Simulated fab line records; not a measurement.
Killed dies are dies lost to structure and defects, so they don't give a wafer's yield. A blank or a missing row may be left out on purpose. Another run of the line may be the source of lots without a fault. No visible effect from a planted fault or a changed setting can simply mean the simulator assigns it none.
Matching of chambers ; flow n5_finfet ; 4 sister chambers for N5_BEOL_M11_ETCH_62 on rie_diel-05
The step etches SOC in N2/H2, target depth 110 nm, overetch 22 nm, time 165 s. 7 wafers are shown with their chamber, then 7 later ones without.

EACH WAFER AND ITS CHAMBER
wafer;chamber;drypump_motor_current_A (A);throttle_valve_pct (%)
L078.1;0;5.5;18.11
L086.5;1;6.1;17.16
L088.1;1;6.1;17.16
L088.3;0;5.5;18.13
L088.4;2;5.6;17.64
L087.1;3;5.8;18.08
L087.4;2;5.7;17.64

WAFERS MISSING THEIR CHAMBER
wafer;drypump_motor_current_A (A);throttle_valve_pct (%)
L087.5;5.6;17.62
L089.1;5.5;18.15
L089.4;6.1;17.17
L089.5;5.8;18.09
L096.1;5.6;17.67
L096.3;6.1;17.21
L096.5;6.1;17.20

EACH ONE'S CHAMBER
wafer;from the rows above;in truth
L087.5;2;2
L089.1;0;0
L089.4;1;1
L089.5;3;3
L096.1;2;2
L096.3;1;1
L096.5;1;1
Correctly placed: 7 of 7. Number that these rows cannot place: 0. Wrongly placed: 0.
How it was worked out, from the rows above alone: a wafer's distance from a chamber is the root of the sum, over the readings, of the square of ((its reading less the chamber's mean) divided by the reading's scatter). If the next closest chamber is less than 2 further off than the closest, the wafer can't be placed; otherwise it belongs to the closest. The mean given for a chamber averages the wafers shown for that chamber. The scatter is the square root of a quotient: the sum, over the shown wafers, of each reading's squared deviation from its chamber's mean, divided by wafers minus chambers.
